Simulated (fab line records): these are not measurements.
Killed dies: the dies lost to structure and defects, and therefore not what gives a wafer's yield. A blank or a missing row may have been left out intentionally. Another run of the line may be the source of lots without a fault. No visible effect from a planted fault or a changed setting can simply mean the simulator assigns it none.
fab line records	flow n5Finfet	part 1 of 2: steps 1 to 17 of 27
[record] lots = 5	wafers = 15	lastDay = 16
route steps=1938 shown SD_EPI_P@302
lots untouched by any fault: they come from a run of this same line in which no faults occurred
startH: the number of hours between the record's first day and the start of the first shown wafer of the lot	waitH: hours since the lot's step before	" unchanged from the row above	L1.1+2: a single row standing in for several wafers	- either no value or no given start	* or withheld: withheld	< > ~ a bound
route shown NAME@n: NAME is a module with steps in the file, n the number in the route of the first one	usual: mean/standard deviation of fault-free wafers	same: alike in all rows	chamber/n: place in a boat	sites: the reading at each site	_std_site: the values' standard deviation	_edge_site: mean of outer sites minus mean of inner sites	radiusMm: how far each site lies from the wafer's centre	mask NAME#n: copy n	behind: the most recent tool/chamber to have shaped the wafer	hold: cause of the lot's hold/its duration in hours/its outcome	device: the transistor (n, p or np) that didn't switch	end of line: the route-end tests of the same wafers	a step given without rows: its recipe and nothing more	killed: dies lost to structure and defects at the first sort, not the wafer's yield	map: a wafer's dies, marking killed ones x, the rest . and places with no die _
set.NAME: the setting as run; set.NAME@STEP: as run at that earlier step	model.NAME: the simulator's own value behind a step, which no gauge read
lots at some steps of the route; a table a step, a row a wafer
services: the hour from which a tool's chamber was out of use, counted from the record's first day as startH (under 0 if before that day), plus the number of hours and why
[[steps]]
[step N5_SD_EPI_P_DEVELOP_08]
[recipe] developTimeS = 30	developer = TMAH	resist = CAR-ArF-block	devTempC = 23	rinseLiquid = diw	dry = airSpin
lot.wafer	tool	chamber	startH	waitH
L075.2+3+6	lithoTrack-01	0	-	-
L078.2+3+6	lithoTrack-01	0	-	-
L090.1+4+5	lithoTrack-02	0	-	-
L091.4+5+6	lithoTrack-02	0	-	-
L093.2+3+4	lithoTrack-01	0	-	-
[step N5_SD_EPI_P_CD_MEAS_09]
[recipe] targetCdNm = 240	landingEnergyEv = 500	detector = seInlens
[usual] cdNm = 240.1/0.68
[same] landingEnergyEv = 500
lot.wafer	tool	chamber	startH	waitH	cdNm
L075.2	cdSem-03	0	60.80	-	240.2
L075.3	"	0	"	"	239.4
L075.6	"	0	"	"	240.0
L078.2	cdSem-02	0	79.01	-	240.6
L078.3	"	0	"	"	241.5
L078.6	"	0	"	"	240.2
L090.1	cdSem-02	0	149.33	-	240.3
L090.4	"	0	"	"	240.5
L090.5	"	0	"	"	240.3
L091.4	cdSem-03	0	156.08	-	240.0
L091.5	"	0	"	"	239.2
L091.6	"	0	"	"	239.7
L093.2	cdSem-02	0	170.22	-	239.3
L093.3	"	0	"	"	239.2
L093.4	"	0	"	"	239.8
[step N5_SD_EPI_P_OVL_MEAS_10]
[recipe] pointsPerWafer = 44
[usual] SD_P_BLK_OVL = -0.1/0.71
lot.wafer	tool	chamber	startH	waitH	SD_P_BLK_OVL[nm]
L075.2	overlay-01	0	60.83	0.0	-0.4
L075.3	"	0	"	"	-0.8
L075.6	"	0	"	"	-0.3
L078.2	overlay-02	0	79.04	0.0	0.3
L078.3	"	0	"	"	-0.6
L078.6	"	0	"	"	0.6
L090.1	overlay-01	0	149.36	0.0	-0.4
L090.4	"	0	"	"	0.1
L090.5	"	0	"	"	0.3
L091.4	overlay-02	0	156.11	0.0	0.1
L091.5	"	0	"	"	-1.0
L091.6	"	0	"	"	0.0
L093.2	overlay-01	0	170.25	0.0	1.0
L093.3	"	0	"	"	1.8
L093.4	"	0	"	"	1.7
[step N5_SD_EPI_P_INSPECT_11]
[recipe] mode = adi	inspectInstrument = macro
[usual] rawDefectCount = 2.0/1.4
lot.wafer	tool	chamber	startH	waitH	rawDefectCount
L075.2	defectInspect-01	-	60.86	0.0	4
L075.3	"	-	"	"	3
L075.6	"	-	"	"	0
L078.2	defectInspect-01	-	79.07	0.0	2
L078.3	"	-	"	"	1
L078.6	"	-	"	"	5
L090.1	defectInspect-02	-	149.38	0.0	0
L090.4	"	-	"	"	0
L090.5	"	-	"	"	3
L091.4	defectInspect-01	-	156.13	0.0	1
L091.5	"	-	"	"	0
L091.6	"	-	"	"	2
L093.2	defectInspect-01	-	170.27	0.0	4
L093.3	"	-	"	"	1
L093.4	"	-	"	"	0
[step N5_SD_EPI_P_DESCUM_14]
[recipe] chemistry = O2	timeS = 7.9	sourcePowerW = 50	biasPowerW = 20	pressureMtorr = 20	rfFrequencyHz = 2.712e+07	tempC = 40	resist = CAR-ArF-block	o2FlowSccm = 225
[usual] drypumpMotorCurrentA = 5.8/0.52	oesProductAu = 0.83/0.093	rfVppV = 243.7/1.4	showerheadPlenumPTorr = 2.13/0.064	tempC = 40.01/0.12	throttleValvePct = 20.33/0.23
lot.wafer	tool	chamber	startH	waitH	drypumpMotorCurrentA	oesProductAu	rfHoursCounterH	rfVppV	showerheadPlenumPTorr	tempC	throttleValvePct
L075.2	rieDiel-03	2	60.89	0.0	6.4	0.99	2	245.7	2.23	39.97	20.15
L075.3	"	0	"	"	5.7	0.69	241	243.3	2.07	40.02	20.27
L075.6	"	2	"	"	6.4	0.98	-	245.2	2.23	40.05	20.15
L078.2	rieDiel-03	3	79.10	0.0	5.7	0.68	252	243.0	2.15	39.89	20.68
L078.3	"	0	"	"	5.6	0.69	247	242.4	2.07	40.15	20.28
L078.6	"	0	"	"	5.6	0.69	-	243.5	2.07	40.17	20.28
L090.1	rieDiel-01	0	149.42	0.0	5.8	0.86	40	245.4	2.23	40.13	20.54
L090.4	"	0	"	"	5.8	0.86	-	245.5	2.22	40.02	20.55
L090.5	"	1	"	"	5.7	0.80	-	244.4	2.10	39.94	20.33
L091.4	rieDiel-03	1	156.17	0.0	6.6	0.73	194	244.1	2.16	40.01	20.45
L091.5	"	3	"	"	5.7	0.93	-	244.1	2.14	39.97	20.30
L091.6	"	2	"	"	6.4	0.89	-	245.1	2.22	39.93	20.18
L093.2	rieDiel-02	2	170.31	0.0	5.0	0.81	84	243.1	2.03	39.97	20.43
L093.3	"	3	"	"	4.9	0.69	232	244.4	2.15	40.11	20.55
L093.4	"	0	"	"	6.1	0.76	141	245.4	2.18	39.77	20.02
[step N5_SD_EPI_P_ETCH_36]
[recipe] chemistry = CF4	target = SiARC	targetDepthA = 455	maskMaterial = CAR-ArF-block	timeS = 75.8	ionEnergyEv = 80	pressureMtorr = 40	sourceW = 545	biasW = 36	Ar_flow_sccm = 100	cf4FlowSccm = 100	ends = cleared
[usual] drypumpMotorCurrentA = 5.8/0.52	etchRfOnTimeS = 75.3/1.3	oesProductAu = 0.71/0.081	rfVppV = 184.4/1	showerheadPlenumPTorr = 2.18/0.063	throttleValvePct = 15.50/0.25
lot.wafer	tool	chamber	startH	waitH	drypumpMotorCurrentA	etchRfOnTimeS	oesProductAu	rfHoursCounterH	rfVppV	showerheadPlenumPTorr	throttleValvePct
L075.2	rieDiel-03	2	60.92	0.0	6.4	74.7	0.84	2	184.7	2.28	15.32
L075.3	"	0	"	"	5.6	76.8	0.58	241	184.0	2.11	15.47
L075.6	"	2	"	"	6.4	74.3	0.84	-	184.9	2.28	15.34
L078.2	rieDiel-03	3	79.14	0.0	5.8	75.3	0.60	252	183.7	2.19	15.87
L078.3	"	0	"	"	5.7	78.5	0.58	247	184.2	2.11	15.50
L078.6	"	0	"	"	5.7	78.0	0.58	-	182.9	2.11	15.49
L090.1	rieDiel-01	0	149.45	0.0	5.8	76.0	0.73	41	184.4	2.27	15.63
L090.4	"	0	"	"	5.8	76.3	0.73	-	185.5	2.27	15.64
L090.5	"	1	"	"	5.7	75.4	0.67	-	184.5	2.15	15.53
L091.4	rieDiel-03	1	156.20	0.0	6.6	76.3	0.63	194	185.7	2.21	15.68
L091.5	"	3	"	"	5.7	73.2	0.80	-	185.7	2.18	15.40
L091.6	"	2	"	"	6.4	75.1	0.76	-	185.7	2.27	15.40
L093.2	rieDiel-02	2	170.34	0.0	5.1	74.7	0.69	84	183.3	2.08	15.59
L093.3	"	3	"	"	4.9	76.9	0.59	232	185.3	2.20	15.86
L093.4	"	0	"	"	6.1	74.9	0.65	141	184.7	2.22	15.24
[step N5_SD_EPI_P_ETCH_37]
[recipe] chemistry = N2/H2	target = SOC	overetchA = 1080	maskMaterial = SiARC	tempC = 40	ionEnergyEv = 100	sourceW = 3000	biasW = 133	pressureMtorr = 20	timeS = 486	n2FlowSccm = 200	h2FlowSccm = 200	ends = endPoint
[usual] drypumpMotorCurrentA = 5.8/0.52	h2FlowSccm = 200.1/0.53	oesProductAu = 0.74/0.081	rfVppV = 241.2/1.4	showerheadPlenumPTorr = 2.59/0.081	tempC = 39.99/0.097	throttleValvePct = 23.66/0.21
lot.wafer	tool	chamber	startH	waitH	drypumpMotorCurrentA	h2FlowSccm	oesProductAu	rfHoursCounterH	rfVppV	showerheadPlenumPTorr	tempC	throttleValvePct
L075.2	rieDiel-03	2	60.98	0.0	6.4	199.9	0.87	2	242.8	2.73	40.09	23.62
L075.3	"	0	"	"	5.7	199.7	0.62	241	241.6	2.50	40.05	23.54
L075.6	"	2	"	"	6.4	200.4	0.87	-	242.7	2.73	40.30	23.63
L078.2	rieDiel-03	3	79.19	0.0	5.8	200.2	0.62	253	241.3	2.60	40.08	24.02
L078.3	"	0	"	"	5.7	200.4	0.62	247	239.9	2.50	39.84	23.55
L078.6	"	0	"	"	5.7	200.5	0.62	-	239.7	2.50	39.98	23.55
L090.1	rieDiel-01	0	149.51	0.0	5.8	199.0	0.77	41	241.6	2.69	40.06	23.79
L090.4	"	0	"	"	5.8	199.2	0.77	-	242.7	2.69	40.00	23.77
L090.5	"	1	"	"	5.7	200.3	0.71	-	240.8	2.55	40.14	23.73
L091.4	rieDiel-03	1	156.26	0.0	6.6	200.3	0.66	194	242.2	2.62	40.03	23.71
L091.5	"	3	"	"	5.8	200.2	0.82	-	241.5	2.59	40.00	23.66
L091.6	"	2	"	"	6.4	199.9	0.79	-	242.1	2.71	40.20	23.65
L093.2	rieDiel-02	2	170.40	0.0	5.1	199.8	0.73	84	240.8	2.46	39.87	23.80
L093.3	"	3	"	"	4.9	199.1	0.63	232	240.2	2.61	40.13	23.67
L093.4	"	0	"	"	6.1	200.1	0.68	141	243.2	2.66	40.00	23.63
[step N5_SD_EPI_P_STRIP_38]
[recipe] chemistry = N2/H2	tempC = 40	n2FlowSccm = 200	h2FlowSccm = 200	rfFrequencyHz = 6e+07
lot.wafer	tool	chamber	startH	waitH
L075.2+3+6	rieDiel-03	2,0,2	61.29	0.2
L078.2+3+6	rieDiel-03	3,0,0	79.51	0.2
L090.1+4+5	rieDiel-01	0,0,1	149.82	0.2
L091.4+5+6	rieDiel-03	1,3,2	156.57	0.2
L093.2+3+4	rieDiel-02	2,3,0	170.71	0.2
[step N5_SD_EPI_P_ETCHBACK_46]
[recipe] chemistry = CH3F/O2	mode = anisotropicEtchback	target = SiNx	targetDepthA = 175	stopOn = SiO2	overEtchFrac = 0.3	ionEnergyEv = 120	pressureMtorr = 30	sourceW = 395	biasW = 73	Ar_flow_sccm = 150	CH3F_flow_sccm = 30	O2_flow_sccm = 20
[usual] drypumpMotorCurrentA = 5.8/0.52	oes_ar_750_au = 0.83/0.091	oesProductAu = 0.71/0.076	rfVppV = 298.5/2.2	showerheadPlenumPTorr = 2.04/0.061	throttleValvePct = 16.25/0.25
[same] overEtchFrac = 0.3
lot.wafer	tool	chamber	startH	waitH	drypumpMotorCurrentA	oes_ar_750_au	oesProductAu	rfHoursCounterH	rfVppV	showerheadPlenumPTorr	throttleValvePct
L075.2	rieDiel-03	2	61.30	0.0	6.4	0.97	0.84	2	296.6	2.13	16.08
L075.3	"	0	"	"	5.6	0.69	0.59	241	300.0	1.98	16.22
L075.6	"	2	"	"	6.4	0.97	0.83	-	295.5	2.13	16.08
L078.2	rieDiel-03	3	79.52	0.0	5.8	0.71	0.60	253	298.8	2.05	16.63
L078.3	"	0	"	"	5.7	0.68	0.59	247	300.5	1.97	16.24
L078.6	"	0	"	"	5.7	0.68	0.59	-	300.1	1.97	16.23
L090.1	rieDiel-01	0	149.83	0.0	5.8	0.86	0.73	41	298.7	2.13	16.41
L090.4	"	0	"	"	5.8	0.86	0.73	-	299.0	2.13	16.40
L090.5	"	1	"	"	5.7	0.78	0.67	-	298.3	2.01	16.28
L091.4	rieDiel-03	1	156.58	0.0	6.6	0.73	0.63	194	296.8	2.06	16.42
L091.5	"	3	"	"	5.8	0.93	0.78	-	300.1	2.04	16.15
L091.6	"	2	"	"	6.4	0.88	0.76	-	295.5	2.12	16.13
L093.2	rieDiel-02	2	170.72	0.0	5.1	0.82	0.69	84	296.1	1.94	16.37
L093.3	"	3	"	"	4.9	0.70	0.59	232	299.5	2.05	16.56
L093.4	"	0	"	"	6.1	0.77	0.66	141	297.3	2.08	15.98
[step N5_SD_EPI_P_ETCH_47]
[recipe] chemistry = CH3F/O2	target = SiOCN	targetDepthA = 250	maskMaterial = SOC	ionEnergyEv = 60	biasW = 29	pressureMtorr = 30	sourceW = 410	Ar_flow_sccm = 150	CH3F_flow_sccm = 30	O2_flow_sccm = 20
[usual] drypumpMotorCurrentA = 5.8/0.51	oes_ar_750_au = 0.83/0.09	oesProductAu = 0.83/0.094	rfVppV = 127.9/1	showerheadPlenumPTorr = 2.04/0.061	throttleValvePct = 16.22/0.25
lot.wafer	tool	chamber	startH	waitH	drypumpMotorCurrentA	oes_ar_750_au	oesProductAu	rfHoursCounterH	rfVppV	showerheadPlenumPTorr	throttleValvePct
L075.2	rieDiel-03	2	61.40	0.1	6.4	0.96	0.97	2	127.1	2.13	16.04
L075.3	"	0	"	"	5.7	0.68	0.69	241	128.5	1.98	16.20
L075.6	"	2	"	"	6.4	0.97	0.97	-	127.1	2.13	16.04
L078.2	rieDiel-03	3	79.62	0.1	5.7	0.71	0.70	253	127.5	2.05	16.60
L078.3	"	0	"	"	5.7	0.69	0.69	247	127.5	1.97	16.21
L078.6	"	0	"	"	5.7	0.68	0.69	-	128.8	1.97	16.23
L090.1	rieDiel-01	0	149.93	0.1	5.8	0.86	0.86	41	127.6	2.13	16.37
L090.4	"	0	"	"	5.8	0.86	0.86	-	127.1	2.13	16.37
L090.5	"	1	"	"	5.7	0.78	0.79	-	128.2	2.01	16.26
L091.4	rieDiel-03	1	156.68	0.1	6.6	0.74	0.73	194	127.5	2.06	16.39
L091.5	"	3	"	"	5.7	0.93	0.93	-	127.5	2.04	16.12
L091.6	"	2	"	"	6.4	0.89	0.88	-	126.1	2.12	16.11
L093.2	rieDiel-02	2	170.82	0.1	5.1	0.81	0.81	84	127.4	1.94	16.34
L093.3	"	3	"	"	4.9	0.69	0.69	232	128.6	2.05	16.53
L093.4	"	0	"	"	6.1	0.78	0.77	141	127.7	2.08	15.96
[step N5_SD_EPI_P_ETCH_16]
[recipe] chemistry = CHF3/O2	target = SiO2	targetDepthA = 50	maskMaterial = SOC	pressureMtorr = 30	sourceW = 650	biasW = 170	Ar_flow_sccm = 200	CHF3_flow_sccm = 50	O2_flow_sccm = 5	ionEnergyEv = 200
[usual] CHF3_flow_sccm = 50.02/0.14	drypumpMotorCurrentA = 5.8/0.52	oes_ar_750_au = 0.83/0.091	oesProductAu = 0.83/0.093	rfVppV = 526/3.8	showerheadPlenumPTorr = 2.45/0.071	throttleValvePct = 18.80/0.25
lot.wafer	tool	chamber	startH	waitH	CHF3_flow_sccm	drypumpMotorCurrentA	oes_ar_750_au	oesProductAu	rfHoursCounterH	rfVppV	showerheadPlenumPTorr	throttleValvePct
L075.2	rieDiel-03	2	61.50	0.1	50.07	6.4	0.97	0.97	2	521	2.56	18.63
L075.3	"	0	"	"	49.99	5.6	0.68	0.69	241	529	2.38	18.72
L075.6	"	2	"	"	49.96	6.4	0.97	0.97	-	521	2.56	18.64
L078.2	rieDiel-03	3	79.72	0.1	49.87	5.7	0.70	0.70	253	528	2.46	19.12
L078.3	"	0	"	"	49.95	5.6	0.68	0.68	247	529	2.38	18.72
L078.6	"	0	"	"	50.08	5.6	0.68	0.69	-	530	2.38	18.71
L090.1	rieDiel-01	0	150.03	0.1	49.95	5.8	0.86	0.86	41	526	2.55	18.98
L090.4	"	0	"	"	49.90	5.8	0.86	0.85	-	526	2.55	18.98
L090.5	"	1	"	"	49.95	5.7	0.79	0.79	-	528	2.42	18.81
L091.4	rieDiel-03	1	156.78	0.1	49.97	6.6	0.73	0.72	194	525	2.49	18.95
L091.5	"	3	"	"	49.79	5.7	0.93	0.92	-	527	2.46	18.74
L091.6	"	2	"	"	50.08	6.4	0.88	0.87	-	519	2.55	18.69
L093.2	rieDiel-02	2	170.92	0.1	49.92	5.1	0.81	0.81	84	521	2.34	18.92
L093.3	"	3	"	"	50.10	4.9	0.69	0.69	232	528	2.47	19.09
L093.4	"	0	"	"	50.11	6.1	0.77	0.77	141	525	2.50	18.50
[step N5_SD_EPI_P_STRIP_50]
[recipe] chemistry = CHF3/O2	resist = SiARC	rfFrequencyHz = 6e+07
lot.wafer	tool	chamber	startH	waitH
L075.2+3+6	rieDiel-03	2,0,2	61.54	0.0
L078.2+3+6	rieDiel-03	3,0,0	79.76	0.0
L090.1+4+5	rieDiel-01	0,0,1	150.07	0.0
L091.4+5+6	rieDiel-03	1,3,2	156.82	0.0
L093.2+3+4	rieDiel-02	2,3,0	170.96	0.0
[step N5_SD_EPI_P_SD_RECESS_17]
[recipe] chemistry = HBr/Cl2/O2	targetDepthA = 391	btTimeS = 3	pressureMtorr = 10	icpW = 800	biasW = 112	HBr_flow_sccm = 150	Cl2_flow_sccm = 80	O2_flow_sccm = 12
[usual] drypumpMotorCurrentA = 5.7/0.55	oesProductAu = 1.008/0.017	throttleValvePct = 36.95/0.21
lot.wafer	tool	chamber	startH	waitH	drypumpMotorCurrentA	oesProductAu	rfHoursCounterH	throttleValvePct
L075.2	rieSi-01	1	61.58	0.0	5.9	1.002	155	36.91
L075.3	"	3	"	"	5.6	1.029	119	36.87
L075.6	"	2	"	"	5.3	1.004	-	37.08
L078.2	rieSi-01	0	79.79	0.0	6.4	0.999	136	36.50
L078.3	"	3	"	"	5.6	1.031	119	36.90
L078.6	"	1	"	"	5.8	0.993	-	36.92
L090.1	rieSi-04	3	150.10	0.0	4.8	1.006	150	37.13
L090.4	"	0	"	"	5.5	1.037	28	36.77
L090.5	"	2	"	"	5.7	1.007	-	37.14
L091.4	rieSi-01	2	156.85	0.0	5.3	1.017	8	37.07
L091.5	"	0	"	"	6.4	0.992	-	36.52
L091.6	"	1	"	"	5.9	1.001	-	36.90
L093.2	rieSi-04	0	170.99	0.0	5.5	1.028	28	36.77
L093.3	"	3	"	"	4.7	1.006	151	37.11
L093.4	"	1	"	"	6.2	1.015	58	36.95
[step N5_SD_EPI_P_WET_ETCH_45]
[recipe] chemistry = dHF	dilution = withheld	timeS = 10.7	target = SiO2	targetDepthA = 20	tempC = 25	dry = ipaMarangoni	rinseTimeS = 30	rinseTempC = 23
[usual] tempC = 25.00/0.11
lot.wafer	tool	chamber	startH	waitH	tempC
L075.2	wetBench-04	3	61.67	0.1	25.01
L075.3	"	6	"	"	24.95
L075.6	"	2	"	"	25.03
L078.2	wetBench-04	2	79.88	0.1	25.15
L078.3	"	6	"	"	25.06
L078.6	"	5	"	"	24.84
L090.1	wetBench-02	5	150.21	0.1	24.93
L090.4	"	2	"	"	24.90
L090.5	"	0	"	"	25.06
L091.4	wetBench-02	2	156.95	0.1	24.88
L091.5	"	3	"	"	25.00
L091.6	"	0	"	"	24.95
L093.2	wetBench-01	1	171.09	0.1	24.77
L093.3	"	4	"	"	25.12
L093.4	"	5	"	"	24.88
[step N5_SD_EPI_P_STRIP_40]
[recipe] chemistry = N2/H2	powerW = 1000	tempC = 250	h2Frac = 0.65	overashFraction = 0.3	pressureMtorr = withheld	n2FlowSccm = 1750	h2FlowSccm = 3250
[usual] drypumpMotorCurrentA = 5.9/0.47	h2FlowSccm = 3251/9.1	heaterPowerW = 368/28	oesProductAu = 0.761/0.012	tempC = 250.04/0.24
lot.wafer	tool	chamber	startH	waitH	drypumpMotorCurrentA	h2FlowSccm	heaterPowerW	oesProductAu	rfHoursCounterH	tempC
L075.2	plasmaAsher-01	1	61.73	0.0	5.5	3253	324	0.759	42	250.13
L075.3	"	1	"	"	5.5	3238	312	0.746	-	249.98
L075.6	"	1	"	"	5.5	3250	317	0.749	-	250.04
L078.2	plasmaAsher-01	1	79.93	0.0	5.5	3246	313	0.767	49	249.64
L078.3	"	0	"	"	6.6	3248	384	0.752	-	249.81
L078.6	"	1	"	"	5.5	3246	323	0.739	-	250.16
L090.1	plasmaAsher-02	1	150.26	0.0	6.2	3256	376	0.777	89	249.97
L090.4	"	1	"	"	6.1	3248	383	0.764	-	250.33
L090.5	"	1	"	"	6.2	3241	381	0.756	-	250.12
L091.4	plasmaAsher-01	0	157.06	0.1	6.6	3247	379	0.762	-	249.82
L091.5	"	0	"	"	6.6	3235	382	0.755	-	249.89
L091.6	"	1	"	"	5.5	3254	318	0.759	-	249.48
L093.2	plasmaAsher-02	0	171.16	0.0	5.4	3259	399	0.749	93	249.97
L093.3	"	1	"	"	6.2	3258	383	0.755	-	250.18
L093.4	"	0	"	"	5.4	3257	391	0.742	-	249.92
[step N5_SD_EPI_P_PRECLEAN_52]
[recipe] chemistry = O3/DIW	timeS = 60	tempC = 22	o3Ppm = 10
[usual] tempC = 21.99/0.11
lot.wafer	tool	chamber	startH	waitH	tempC
L075.2	wetBench-02	7	61.82	-	22.11
L075.3	"	0	"	"	21.95
L075.6	"	3	"	"	21.84
L078.2	wetBench-04	2	80.02	-	21.84
L078.3	"	3	"	"	22.17
L078.6	"	1	"	"	22.03
L090.1	wetBench-01	3	150.34	-	21.98
L090.4	"	4	"	"	21.86
L090.5	"	1	"	"	22.11
L091.4	wetBench-02	1	157.12	-	21.85
L091.5	"	3	"	"	21.89
L091.6	"	2	"	"	21.86
L093.2	wetBench-02	6	171.25	-	22.20
L093.3	"	5	"	"	22.06
L093.4	"	0	"	"	21.91
[step N5_SD_EPI_P_SRD_20]
[recipe] dry = ipaMarangoni	doPpb = 5	timeS = 30	tempC = 23	rinseLiquid = diw
[usual] tempC = 22.99/0.11
lot.wafer	tool	chamber	startH	waitH	tempC
L075.2	wetBench-02	7	61.84	0.0	22.86
L075.3	"	0	"	"	23.16
L075.6	"	3	"	"	23.07
L078.2	wetBench-04	2	80.04	0.0	22.94
L078.3	"	3	"	"	22.96
L078.6	"	1	"	"	22.88
L090.1	wetBench-01	3	150.36	0.0	23.06
L090.4	"	4	"	"	23.14
L090.5	"	1	"	"	23.03
L091.4	wetBench-02	1	157.14	0.0	22.92
L091.5	"	3	"	"	23.05
L091.6	"	2	"	"	22.98
L093.2	wetBench-02	6	171.29	0.0	23.10
L093.3	"	5	"	"	22.94
L093.4	"	0	"	"	23.00
